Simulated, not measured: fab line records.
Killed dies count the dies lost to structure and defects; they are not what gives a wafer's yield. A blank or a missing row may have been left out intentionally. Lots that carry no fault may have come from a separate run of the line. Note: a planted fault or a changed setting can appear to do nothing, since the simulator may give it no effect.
fab line records	flow n5-finfet
record lots=24	wafers=72	last-day=21
route steps=1938 shown BEOL_M13@1698 BEOL_M14@1726
lots with no fault: from the same line, run without faults
start-h: hours from the record's first day to the start of the lot's first wafer shown	wait-h: time in hours since the lot's previous step	" unchanged from the row above	L1.1+2: a single row standing in for several wafers	- no value present, or no start provided	* or withheld: withheld	< > ~ a bound
route shown NAME@n: names a module that has steps shown in the file, with the first one's number in the route	usual: average and standard deviation across the fault-free wafers	same: alike in all rows	chamber/n: place in a boat	sites: readings site by site	_std_site: how widely they spread, as a standard deviation	_edge_site: mean of outer sites minus mean of inner sites	radius-mm: how far each site lies from the wafer's centre	mask NAME#n: copy n	behind: the most recent tool/chamber to have shaped the wafer	hold: why the lot was held/for how many hours/how that ended	device: whichever transistor did not switch (one of n, p or np)	end of line: tests run on the same wafers once the route is complete	for a step that has no rows: nothing shown but its recipe	killed: at the first sort, the dies lost to defects and structure; wafer yield is something else	map: dies across one wafer; x = killed, . = not, _ = none there
set.NAME: the setting that was run; set.NAME@STEP: the one run at that earlier step	model.NAME: the simulator's own value behind a step, which no gauge read
one table for each step of the route and one row for each wafer, over a sample of lots
services: when a tool's chamber went out of use (start-h, in hours from the record's first day, below 0 if earlier), for how many hours, and the reason
## steps
# step N5_BEOL_M13_OCD_MEAS_35
# usual trench-depth-nm=410/9.6
lot.wafer	tool	chamber	start-h	wait-h	trench-depth-nm
L074.1	ocd-01	-	317.44	0.0	410
L074.4	"	-	"	"	401
L074.6	"	-	"	"	401
L077.2	ocd-02	-	334.84	0.0	421
L077.3	"	-	"	"	408
L077.5	"	-	"	"	422
L075.2	ocd-01	-	339.19	0.0	407
L075.3	"	-	"	"	420
L075.4	"	-	"	"	408
L076.2	ocd-01	-	344.48	0.0	405
L076.4	"	-	"	"	428
L076.6	"	-	"	"	419
L078.2	ocd-02	-	351.36	0.0	411
L078.4	"	-	"	"	407
L078.5	"	-	"	"	393
L080.2	ocd-01	-	361.63	0.0	396
L080.4	"	-	"	"	412
L080.5	"	-	"	"	394
L082.3	ocd-02	-	365.16	0.0	400
L082.4	"	-	"	"	423
L082.6	"	-	"	"	424
L079.4	ocd-01	-	377.78	0.0	407
L079.5	"	-	"	"	421
L079.6	"	-	"	"	408
L086.2	ocd-02	-	393.29	0.0	415
L086.3	"	-	"	"	396
L086.4	"	-	"	"	410
L081.3	ocd-02	-	399.71	0.0	410
L081.5	"	-	"	"	411
L081.6	"	-	"	"	412
L083.2	ocd-02	-	404.68	0.0	415
L083.3	"	-	"	"	393
L083.6	"	-	"	"	412
L084.1	ocd-01	-	405.13	0.0	417
L084.4	"	-	"	"	416
L084.5	"	-	"	"	418
L090.3	ocd-01	-	414.49	0.0	395
L090.4	"	-	"	"	407
L090.6	"	-	"	"	393
L085.2	ocd-02	-	415.66	0.0	420
L085.3	"	-	"	"	407
L085.4	"	-	"	"	407
L089.1	ocd-01	-	430.13	0.0	429
L089.2	"	-	"	"	404
L089.4	"	-	"	"	407
L087.1	ocd-01	-	433.20	0.0	418
L087.2	"	-	"	"	425
L087.6	"	-	"	"	417
L088.2	ocd-02	-	433.57	0.0	410
L088.5	"	-	"	"	403
L088.6	"	-	"	"	390
L091.3	ocd-02	-	437.89	0.0	407
L091.4	"	-	"	"	406
L091.5	"	-	"	"	389
L096.1	ocd-01	-	448.79	0.0	409
L096.2	"	-	"	"	423
L096.5	"	-	"	"	416
L092.2	ocd-01	-	453.37	0.0	415
L092.3	"	-	"	"	390
L092.5	"	-	"	"	392
L094.2	ocd-01	-	453.91	0.0	391
L094.3	"	-	"	"	411
L094.4	"	-	"	"	415
L093.2	ocd-01	-	461.98	0.0	417
L093.3	"	-	"	"	402
L093.6	"	-	"	"	423
L095.1	ocd-01	-	462.71	0.0	420
L095.2	"	-	"	"	421
L095.6	"	-	"	"	419
L097.4	ocd-01	-	469.30	0.0	409
L097.5	"	-	"	"	408
L097.6	"	-	"	"	418
# step N5_BEOL_M13_SPUTTER_43
# recipe material=TaN	target-thk-a=150	temp-c=50	bias-v=168.6	power-w=15000	chamber-pressure-pa=0.12	time-s=24.19
# usual bias-v=168.8/1.7	susceptor-temp-C=50.01/0.11	throttle-valve-pct=29.9/0.67
# same time-s=24.19
lot.wafer	tool	chamber	start-h	wait-h	bias-v	susceptor-temp-C	throttle-valve-pct
L074.1	pvd-sputter-03	-	324.90	0.0	170.8	50.15	28.8
L074.4	"	-	"	"	171.6	49.89	31.3
L074.6	"	-	"	"	169.7	50.12	29.4
L077.2	pvd-sputter-02	-	338.44	0.0	171.6	49.96	29.5
L077.3	"	-	"	"	167.6	49.93	30.5
L077.5	"	-	"	"	170.1	50.00	29.9
L075.2	pvd-sputter-01	-	341.15	0.0	171.6	50.11	29.5
L075.3	"	-	"	"	169.4	50.00	31.1
L075.4	"	-	"	"	166.3	49.97	29.8
L076.2	pvd-sputter-02	-	346.64	0.0	171.4	49.94	29.3
L076.4	"	-	"	"	166.5	49.87	29.8
L076.6	"	-	"	"	167.3	49.90	29.6
L078.2	pvd-sputter-02	-	353.88	0.0	170.6	49.87	29.5
L078.4	"	-	"	"	163.6	49.85	30.6
L078.5	"	-	"	"	169.6	49.99	29.8
L080.2	pvd-sputter-03	-	362.11	0.0	170.4	49.96	29.6
L080.4	"	-	"	"	167.6	50.20	31.2
L080.5	"	-	"	"	164.6	50.14	31.1
L082.3	pvd-sputter-03	-	374.43	0.0	171.8	50.13	30.1
L082.4	"	-	"	"	169.0	49.88	29.7
L082.6	"	-	"	"	170.4	49.91	29.5
L079.4	pvd-sputter-01	-	380.95	0.0	171.8	50.02	29.7
L079.5	"	-	"	"	170.2	49.94	29.4
L079.6	"	-	"	"	169.7	49.99	31.2
L086.2	pvd-sputter-02	-	396.50	0.0	170.4	50.07	29.6
L086.3	"	-	"	"	168.5	50.00	30.5
L086.4	"	-	"	"	169.8	50.04	29.7
L081.3	pvd-sputter-02	-	401.34	0.0	170.8	50.08	30.5
L081.5	"	-	"	"	170.6	50.13	30.5
L081.6	"	-	"	"	172.7	50.05	29.2
L083.2	pvd-sputter-01	-	406.57	0.0	168.5	50.20	29.3
L083.3	"	-	"	"	169.3	49.99	31.0
L083.6	"	-	"	"	170.3	49.97	29.9
L084.1	pvd-sputter-01	-	406.89	0.0	165.8	49.98	31.3
L084.4	"	-	"	"	169.1	50.02	29.1
L084.5	"	-	"	"	167.9	50.11	29.6
L090.3	pvd-sputter-02	-	418.66	0.0	168.6	49.79	29.7
L090.4	"	-	"	"	168.7	50.02	30.0
L090.6	"	-	"	"	169.4	49.93	29.6
L085.2	pvd-sputter-02	-	419.02	0.0	167.8	49.83	29.9
L085.3	"	-	"	"	169.3	50.08	29.5
L085.4	"	-	"	"	169.6	50.13	30.4
L089.1	pvd-sputter-03	-	435.23	0.0	168.1	50.07	30.3
L089.2	"	-	"	"	169.8	50.03	28.7
L089.4	"	-	"	"	168.7	49.91	31.3
L087.1	pvd-sputter-01	-	436.82	0.0	166.4	49.98	29.8
L087.2	"	-	"	"	172.0	49.83	29.2
L087.6	"	-	"	"	166.5	50.09	29.5
L088.2	pvd-sputter-01	-	437.18	0.0	170.3	50.10	29.4
L088.5	"	-	"	"	167.8	49.75	29.6
L088.6	"	-	"	"	168.3	50.13	29.6
L091.3	pvd-sputter-02	-	442.94	0.0	167.5	50.28	29.7
L091.4	"	-	"	"	171.0	49.91	30.4
L091.5	"	-	"	"	169.5	50.05	29.6
L096.1	pvd-sputter-02	-	451.28	0.0	169.0	50.17	29.4
L096.2	"	-	"	"	170.0	49.99	29.6
L096.5	"	-	"	"	166.5	49.98	29.9
L092.2	pvd-sputter-01	-	455.32	0.0	168.4	49.95	31.2
L092.3	"	-	"	"	171.2	50.01	29.5
L092.5	"	-	"	"	168.4	49.97	29.0
L094.2	pvd-sputter-01	-	457.80	0.0	168.1	49.98	29.4
L094.3	"	-	"	"	169.2	49.99	29.3
L094.4	"	-	"	"	170.4	49.97	29.9
L093.2	pvd-sputter-01	-	462.81	0.0	165.6	50.15	29.4
L093.3	"	-	"	"	168.1	50.06	31.1
L093.6	"	-	"	"	169.1	49.81	31.1
L095.1	pvd-sputter-03	-	463.20	0.0	170.0	50.00	30.2
L095.2	"	-	"	"	167.7	50.02	29.4
L095.6	"	-	"	"	168.3	49.98	29.6
L097.4	pvd-sputter-01	-	474.29	0.0	167.9	49.94	29.8
L097.5	"	-	"	"	169.2	50.00	29.7
L097.6	"	-	"	"	166.5	50.05	31.4
# step N5_BEOL_M13_DEP_53
# recipe material=SiCN	target-thk-a=500	temp-c=withheld	precursor=3MS/NH3	pressure-torr=3	rf-w=675	time-s=17.8
# usual showerhead-plenum-p-Torr=4.158/0.021	throttle-valve-pct=18.3/1.2
# same time-s=17.8
lot.wafer	tool	chamber	start-h	wait-h	showerhead-plenum-p-Torr	throttle-valve-pct
L074.1	pecvd-01	0	326.04	0.0	4.129	19.1
L074.4	"	1	"	"	4.193	16.9
L074.6	"	2	"	"	4.160	17.2
L077.2	pecvd-01	0	339.54	0.0	4.137	19.4
L077.3	"	2	"	"	4.168	17.4
L077.5	"	2	"	"	4.166	17.6
L075.2	pecvd-04	0	342.46	0.0	4.169	19.9
L075.3	"	0	"	"	4.170	20.0
L075.4	"	2	"	"	4.131	16.8
L076.2	pecvd-03	1	347.87	0.0	4.135	18.7
L076.4	"	2	"	"	4.130	17.1
L076.6	"	1	"	"	4.136	18.5
L078.2	pecvd-01	1	354.98	0.0	4.191	16.8
L078.4	"	2	"	"	4.171	17.3
L078.5	"	0	"	"	4.138	19.3
L080.2	pecvd-03	2	363.22	0.0	4.137	17.4
L080.4	"	0	"	"	4.197	19.5
L080.5	"	2	"	"	4.139	17.2
L082.3	pecvd-01	1	375.64	0.0	4.189	17.0
L082.4	"	2	"	"	4.167	17.4
L082.6	"	1	"	"	4.179	16.9
L079.4	pecvd-01	0	382.06	0.0	4.130	19.5
L079.5	"	2	"	"	4.159	17.3
L079.6	"	1	"	"	4.179	17.0
L086.2	pecvd-03	0	397.59	0.0	4.195	19.3
L086.3	"	2	"	"	4.140	17.4
L086.4	"	1	"	"	4.145	18.5
L081.3	pecvd-01	0	402.51	0.0	4.142	19.3
L081.5	"	0	"	"	4.148	19.3
L081.6	"	2	"	"	4.162	17.4
L083.2	pecvd-03	1	407.73	0.0	4.134	18.8
L083.3	"	0	"	"	4.187	19.4
L083.6	"	0	"	"	4.185	19.3
L084.1	pecvd-01	1	407.98	0.0	4.183	16.7
L084.4	"	1	"	"	4.181	16.7
L084.5	"	0	"	"	4.148	19.0
L090.3	pecvd-01	2	419.86	0.0	4.152	17.4
L090.4	"	1	"	"	4.181	16.8
L090.6	"	0	"	"	4.130	19.3
L085.2	pecvd-03	1	420.11	0.0	4.135	18.7
L085.3	"	2	"	"	4.142	17.5
L085.4	"	2	"	"	4.137	17.5
L089.1	pecvd-01	0	436.35	0.0	4.144	19.5
L089.2	"	2	"	"	4.158	17.2
L089.4	"	1	"	"	4.183	17.2
L087.1	pecvd-01	1	438.02	0.0	4.183	16.7
L087.2	"	0	"	"	4.125	19.3
L087.6	"	0	"	"	4.139	19.2
L088.2	pecvd-04	0	438.60	0.0	4.159	20.2
L088.5	"	2	"	"	4.142	16.8
L088.6	"	0	"	"	4.166	20.1
L091.3	pecvd-04	2	444.03	0.0	4.144	17.1
L091.4	"	0	"	"	4.166	20.3
L091.5	"	1	"	"	4.171	20.6
L096.1	pecvd-03	1	452.64	0.0	4.143	18.7
L096.2	"	0	"	"	4.197	19.3
L096.5	"	0	"	"	4.187	19.6
L092.2	pecvd-03	1	456.93	0.0	4.140	18.7
L092.3	"	2	"	"	4.139	17.4
L092.5	"	1	"	"	4.139	18.4
L094.2	pecvd-03	2	458.89	0.0	4.147	17.4
L094.3	"	0	"	"	4.182	19.4
L094.4	"	1	"	"	4.130	18.5
L093.2	pecvd-03	0	464.48	0.0	4.194	19.8
L093.3	"	2	"	"	4.131	17.5
L093.6	"	0	"	"	4.181	19.6
L095.1	pecvd-01	0	464.77	0.0	4.134	19.2
L095.2	"	2	"	"	4.157	17.6
L095.6	"	2	"	"	4.161	17.6
L097.4	pecvd-03	2	475.45	0.0	4.150	17.2
L097.5	"	1	"	"	4.131	18.7
L097.6	"	0	"	"	4.182	19.6
# step N5_BEOL_M14_CD_MEAS_10
# recipe target-cd-nm=250	landing-energy-ev=500	detector=se-inlens	polarity=opening
# usual cd-nm=251.9/2.6
lot.wafer	tool	chamber	start-h	wait-h	cd-nm
L074.1	cd-sem-02	0	326.67	-	251.5
L074.4	"	0	"	"	257.1
L074.6	"	0	"	"	254.6
L077.2	cd-sem-03	0	340.29	-	256.5
L077.3	"	0	"	"	252.0
L077.5	"	0	"	"	250.1
L075.2	cd-sem-03	0	343.25	-	246.7
L075.3	"	0	"	"	246.9
L075.4	"	0	"	"	248.7
L076.2	cd-sem-03	0	348.70	-	248.6
L076.4	"	0	"	"	248.9
L076.6	"	0	"	"	250.6
L078.2	cd-sem-02	0	355.60	-	248.7
L078.4	"	0	"	"	248.5
L078.5	"	0	"	"	247.9
L080.2	cd-sem-02	0	363.85	-	250.7
L080.4	"	0	"	"	253.4
L080.5	"	0	"	"	253.4
L082.3	cd-sem-03	0	376.27	-	257.2
L082.4	"	0	"	"	254.6
L082.6	"	0	"	"	251.7
L079.4	cd-sem-02	0	382.80	-	249.0
L079.5	"	0	"	"	248.7
L079.6	"	0	"	"	253.8
L086.2	cd-sem-02	0	398.22	-	254.2
L086.3	"	0	"	"	251.3
L086.4	"	0	"	"	252.1
L081.3	cd-sem-02	0	403.14	-	248.8
L081.5	"	0	"	"	251.3
L081.6	"	0	"	"	253.5
L083.2	cd-sem-02	0	408.48	-	249.3
L083.3	"	0	"	"	253.2
L083.6	"	0	"	"	249.6
L084.1	cd-sem-02	0	408.92	-	248.7
L084.4	"	0	"	"	248.2
L084.5	"	0	"	"	250.0
L090.3	cd-sem-03	0	420.49	-	252.6
L090.4	"	0	"	"	249.5
L090.6	"	0	"	"	248.2
L085.2	cd-sem-02	0	420.74	-	253.6
L085.3	"	0	"	"	248.8
L085.4	"	0	"	"	250.0
L089.1	cd-sem-03	0	436.97	-	248.2
L089.2	"	0	"	"	252.7
L089.4	"	0	"	"	249.2
L087.1	cd-sem-01	0	438.65	-	254.1
L087.2	"	0	"	"	257.1
L087.6	"	0	"	"	252.9
L088.2	cd-sem-01	0	439.35	-	252.3
L088.5	"	0	"	"	250.8
L088.6	"	0	"	"	255.5
L091.3	cd-sem-03	0	444.66	-	248.5
L091.4	"	0	"	"	253.2
L091.5	"	0	"	"	248.2
L096.1	cd-sem-01	0	453.48	-	253.3
L096.2	"	0	"	"	254.0
L096.5	"	0	"	"	254.4
L092.2	cd-sem-02	0	457.68	-	249.8
L092.3	"	0	"	"	253.7
L092.5	"	0	"	"	250.1
L094.2	cd-sem-01	0	459.65	-	250.2
L094.3	"	0	"	"	250.4
L094.4	"	0	"	"	248.8
L093.2	cd-sem-02	0	465.11	-	252.6
L093.3	"	0	"	"	255.3
L093.6	"	0	"	"	251.6
L095.1	cd-sem-02	0	465.41	-	255.1
L095.2	"	0	"	"	255.9
L095.6	"	0	"	"	253.9
L097.4	cd-sem-01	0	476.06	-	252.7
L097.5	"	0	"	"	255.3
L097.6	"	0	"	"	255.0
# step N5_BEOL_M14_ETCH_59
# recipe chemistry=N2/H2	target=BARC	target-depth-a=890	overetch-a=267	time-s=67.9	ion-energy-ev=200	pressure-mtorr=30	source-w=840	bias-w=150	n2-flow-sccm=200	h2-flow-sccm=200
# usual drypump-motor-current-A=5.69/0.19	oes-product-au=0.68/0.058	rf-vpp-V=522.8/2.4	showerhead-plenum-p-Torr=2.50/0.084	throttle-valve-pct=17.89/0.29
# same time-s=67.9
lot.wafer	tool	chamber	start-h	wait-h	drypump-motor-current-A	oes-product-au	rf-hours-counter-h	rf-vpp-V	showerhead-plenum-p-Torr	throttle-valve-pct
L074.1	rie-diel-04	2	326.86	0.0	5.43	0.78	27	527.2	2.61	17.80
L074.4	"	1	"	"	5.93	0.75	46	522.8	2.49	17.79
L074.6	"	3	"	"	5.24	0.61	-	525.6	2.63	18.36
L077.2	rie-diel-03	3	340.47	0.0	5.63	0.64	182	520.5	2.40	17.69
L077.3	"	1	"	"	5.80	0.63	177	519.9	2.42	18.08
L077.5	"	3	"	"	5.66	0.65	-	520.9	2.40	17.69
L075.2	rie-diel-04	2	343.50	0.0	5.38	0.77	32	524.9	2.61	17.81
L075.3	"	1	"	"	5.91	0.74	52	522.2	2.49	17.78
L075.4	"	0	"	"	5.88	0.72	65	521.7	2.46	17.84
L076.2	rie-diel-01	2	348.97	0.0	5.66	0.61	221	525.0	2.52	18.50
L076.4	"	0	"	"	5.76	0.66	148	520.9	2.44	17.92
L076.6	"	3	"	"	5.87	0.74	-	521.7	2.49	17.57
L078.2	rie-diel-01	1	355.73	0.0	5.56	0.66	130	527.6	2.65	18.06
L078.4	"	3	"	"	5.91	0.74	47	521.9	2.48	17.59
L078.5	"	3	"	"	5.88	0.74	-	522.4	2.48	17.57
L080.2	rie-diel-04	2	363.98	0.0	5.44	0.76	39	523.9	2.61	17.82
L080.4	"	3	"	"	5.25	0.61	226	525.7	2.62	18.39
L080.5	"	1	"	"	5.91	0.74	-	522.2	2.48	17.81
L082.3	rie-diel-01	2	376.39	0.0	5.66	0.60	230	521.7	2.52	18.53
L082.4	"	1	"	"	5.60	0.67	136	526.4	2.65	18.06
L082.6	"	3	"	"	5.85	0.73	-	520.9	2.48	17.61
L079.4	rie-diel-03	3	382.92	0.0	5.66	0.63	199	520.9	2.39	17.74
L079.5	"	1	"	"	5.76	0.63	-	520.3	2.41	18.10
L079.6	"	0	"	"	5.55	0.76	-	521.4	2.47	17.42
L086.2	rie-diel-03	1	398.34	0.0	5.78	0.62	198	520.1	2.41	18.13
L086.3	"	0	"	"	5.55	0.76	22	523.4	2.47	17.43
L086.4	"	3	"	"	5.69	0.63	-	520.5	2.39	17.74
L081.3	rie-diel-03	0	403.33	0.0	5.53	0.76	24	523.0	2.47	17.45
L081.5	"	3	"	"	5.67	0.63	-	520.1	2.39	17.75
L081.6	"	1	"	"	5.79	0.62	-	521.2	2.41	18.13
L083.2	rie-diel-01	0	408.60	0.0	5.76	0.65	169	518.8	2.43	17.94
L083.3	"	3	"	"	5.86	0.72	66	522.3	2.48	17.61
L083.6	"	1	"	"	5.55	0.66	-	527.0	2.64	18.08
L084.1	rie-diel-01	1	409.05	0.0	5.58	0.65	148	526.4	2.64	18.06
L084.4	"	0	"	"	5.74	0.65	169	521.1	2.43	17.95
L084.5	"	1	"	"	5.55	0.65	-	528.1	2.64	18.07
L090.3	rie-diel-04	2	420.61	0.0	5.46	0.73	58	525.6	2.60	17.85
L090.4	"	2	"	"	5.40	0.73	-	523.4	2.60	17.85
L090.6	"	0	"	"	5.88	0.70	-	522.8	2.45	17.89
L085.2	rie-diel-01	3	420.86	0.0	5.86	0.71	72	521.5	2.47	17.63
L085.3	"	0	"	"	5.75	0.64	174	520.4	2.43	17.96
L085.4	"	2	"	"	5.65	0.59	248	522.7	2.51	18.52
L089.1	rie-diel-01	0	437.19	0.0	5.76	0.64	181	520.1	2.43	17.96
L089.2	"	3	"	"	5.87	0.71	79	519.7	2.47	17.62
L089.4	"	0	"	"	5.74	0.64	-	521.2	2.43	17.97
L087.1	rie-diel-01	0	438.79	0.0	5.75	0.64	182	519.5	2.43	17.97
L087.2	"	1	"	"	5.54	0.65	157	527.1	2.64	18.09
L087.6	"	1	"	"	5.53	0.64	-	526.0	2.64	18.10
L088.2	rie-diel-04	1	439.47	0.0	5.95	0.70	86	521.6	2.47	17.84
L088.5	"	1	"	"	5.94	0.71	-	521.8	2.47	17.85
L088.6	"	2	"	"	5.42	0.73	-	525.0	2.60	17.89
L091.3	rie-diel-01	0	444.83	0.0	5.71	0.63	185	519.9	2.43	17.98
L091.4	"	0	"	"	5.71	0.63	-	520.0	2.43	17.99
L091.5	"	1	"	"	5.56	0.65	-	526.4	2.64	18.10
L096.1	rie-diel-04	2	453.69	0.0	5.40	0.73	72	526.0	2.60	17.89
L096.2	"	3	"	"	5.23	0.59	247	523.8	2.61	18.43
L096.5	"	3	"	"	5.24	0.59	-	524.5	2.61	18.44
L092.2	rie-diel-03	2	457.80	0.0	5.97	0.77	15	524.3	2.60	17.64
L092.3	"	0	"	"	5.53	0.72	48	522.6	2.46	17.48
L092.5	"	1	"	"	5.79	0.61	-	520.2	2.40	18.15
L094.2	rie-diel-03	1	459.94	0.0	5.80	0.61	222	519.9	2.40	18.16
L094.3	"	2	"	"	5.96	0.78	16	525.5	2.59	17.63
L094.4	"	3	"	"	5.65	0.62	229	521.2	2.38	17.80
L093.2	rie-diel-03	3	465.95	0.0	5.67	0.61	232	519.7	2.38	17.80
L093.3	"	0	"	"	5.53	0.71	52	520.8	2.45	17.47
L093.6	"	3	"	"	5.64	0.61	-	521.5	2.38	17.79
L095.1	rie-diel-03	0	466.29	0.0	5.53	0.71	52	521.8	2.45	17.48
L095.2	"	2	"	"	5.96	0.76	19	527.9	2.59	17.62
L095.6	"	0	"	"	5.53	0.71	-	521.8	2.45	17.47
L097.4	rie-diel-04	1	476.66	0.0	5.88	0.70	-	522.8	2.47	17.87
L097.5	"	2	"	"	5.43	0.71	-	526.1	2.59	17.89
L097.6	"	0	"	"	5.86	0.68	-	522.2	2.44	17.90
# step N5_BEOL_M14_DEP_53
# recipe material=SiCN	target-thk-a=500	temp-c=withheld	precursor=3MS/NH3	pressure-torr=3	rf-w=675	time-s=17.8
# usual showerhead-plenum-p-Torr=4.157/0.019	throttle-valve-pct=18.5/1.4
# same time-s=17.8
lot.wafer	tool	chamber	start-h	wait-h	showerhead-plenum-p-Torr	throttle-valve-pct
L074.1	pecvd-04	2	330.87	0.0	4.135	17.0
L074.4	"	1	"	"	4.176	20.9
L074.6	"	0	"	"	4.160	19.7
L077.2	pecvd-03	2	345.58	0.0	4.131	17.4
L077.3	"	1	"	"	4.137	18.6
L077.5	"	1	"	"	4.140	18.6
L075.2	pecvd-03	1	348.08	0.0	4.129	18.6
L075.3	"	2	"	"	4.148	17.2
L075.4	"	2	"	"	4.134	17.1
L076.2	pecvd-03	1	352.40	0.0	4.131	18.8
L076.4	"	1	"	"	4.124	18.6
L076.6	"	0	"	"	4.174	19.5
L078.2	pecvd-04	2	359.74	0.0	4.152	16.9
L078.4	"	0	"	"	4.162	20.1
L078.5	"	2	"	"	4.151	16.8
L080.2	pecvd-03	1	371.97	0.0	4.128	18.7
L080.4	"	0	"	"	4.197	19.5
L080.5	"	2	"	"	4.142	17.2
L082.3	pecvd-02	0	383.13	0.0	4.146	17.2
L082.4	"	2	"	"	4.126	17.4
L082.6	"	1	"	"	4.166	18.4
L079.4	pecvd-02	2	386.47	0.0	4.141	17.1
L079.5	"	0	"	"	4.153	17.3
L079.6	"	2	"	"	4.133	16.9
L086.2	pecvd-03	1	402.76	0.0	4.147	18.6
L086.3	"	0	"	"	4.187	19.4
L086.4	"	2	"	"	4.140	17.4
L081.3	pecvd-02	0	407.29	0.1	4.157	17.2
L081.5	"	0	"	"	4.151	17.2
L081.6	"	0	"	"	4.151	17.2
L083.2	pecvd-04	1	412.60	0.0	4.184	20.9
L083.3	"	2	"	"	4.150	17.0
L083.6	"	1	"	"	4.174	20.5
L084.1	pecvd-04	2	413.03	0.0	4.144	16.8
L084.4	"	2	"	"	4.145	16.7
L084.5	"	2	"	"	4.145	16.7
L090.3	pecvd-02	0	425.32	0.0	4.166	17.3
L090.4	"	0	"	"	4.152	17.2
L090.6	"	1	"	"	4.180	17.1
L085.2	pecvd-03	1	427.18	0.0	4.139	18.6
L085.3	"	2	"	"	4.141	17.3
L085.4	"	0	"	"	4.195	19.5
L089.1	pecvd-04	1	446.90	0.0	4.171	20.9
L089.2	"	0	"	"	4.169	20.4
L089.4	"	0	"	"	4.167	20.5
L087.1	pecvd-03	2	447.00	0.0	4.142	17.7
L087.2	"	0	"	"	4.189	19.2
L087.6	"	2	"	"	4.137	17.5
L088.2	pecvd-03	2	448.74	0.0	4.136	17.4
L088.5	"	2	"	"	4.137	17.5
L088.6	"	1	"	"	4.131	18.6
L091.3	pecvd-04	0	449.58	0.0	4.169	20.2
L091.4	"	0	"	"	4.170	20.3
L091.5	"	2	"	"	4.156	16.7
L096.1	pecvd-04	0	459.12	0.0	4.169	20.2
L096.2	"	2	"	"	4.151	16.9
L096.5	"	1	"	"	4.173	20.6
L092.2	pecvd-02	1	463.40	0.0	4.174	17.0
L092.3	"	2	"	"	4.137	17.3
L092.5	"	2	"	"	4.146	17.2
L094.2	pecvd-04	1	463.67	0.0	4.176	20.5
L094.3	"	2	"	"	4.142	17.2
L094.4	"	2	"	"	4.147	17.2
L093.2	pecvd-04	1	470.25	0.0	4.163	20.9
L093.3	"	0	"	"	4.163	20.5
L093.6	"	1	"	"	4.171	21.0
L095.1	pecvd-03	2	470.83	0.0	4.128	17.5
L095.2	"	1	"	"	4.136	18.3
L095.6	"	1	"	"	4.142	18.6
L097.4	pecvd-04	2	482.75	0.0	4.141	17.0
L097.5	"	1	"	"	4.172	20.9
L097.6	"	2	"	"	4.142	17.2
## services
tool	chamber	start-h	hours	kind
rie-diel-04	2	332.82	4.0	repair
pecvd-01	1	332.90	2.1	scheduled-down
pecvd-04	1	338.79	16.5	scheduled-down
pecvd-03	1	352.44	2.7	repair
pecvd-03	2	366.94	2.1	scheduled-down
pecvd-03	2	391.13	5.5	scheduled-down
pecvd-02	2	391.50	18.6	repair
rie-diel-01	0	394.03	3.4	repair
rie-diel-04	3	403.00	26.1	repair
rie-diel-01	1	409.37	8.5	repair
pecvd-04	1	412.96	2.1	scheduled-down
rie-diel-03	1	417.77	8.0	repair
rie-diel-01	2	426.22	-	clean
rie-diel-01	2	426.22	-	consumable-replace:focus-ring
rie-diel-01	2	426.22	24.0	scheduled-down
pecvd-04	2	430.21	5.5	scheduled-down
pecvd-03	-	434.29	2.4	repair
rie-diel-03	2	439.39	1.4	repair
pecvd-01	-	447.47	14.6	pm
pecvd-04	2	451.44	2.1	scheduled-down
pvd-sputter-02	-	472.31	0.6	repair
rie-diel-04	3	476.30	4.0	repair
pecvd-04	0	477.56	5.6	repair
pvd-sputter-01	-	481.99	1.0	repair
## key
fault none
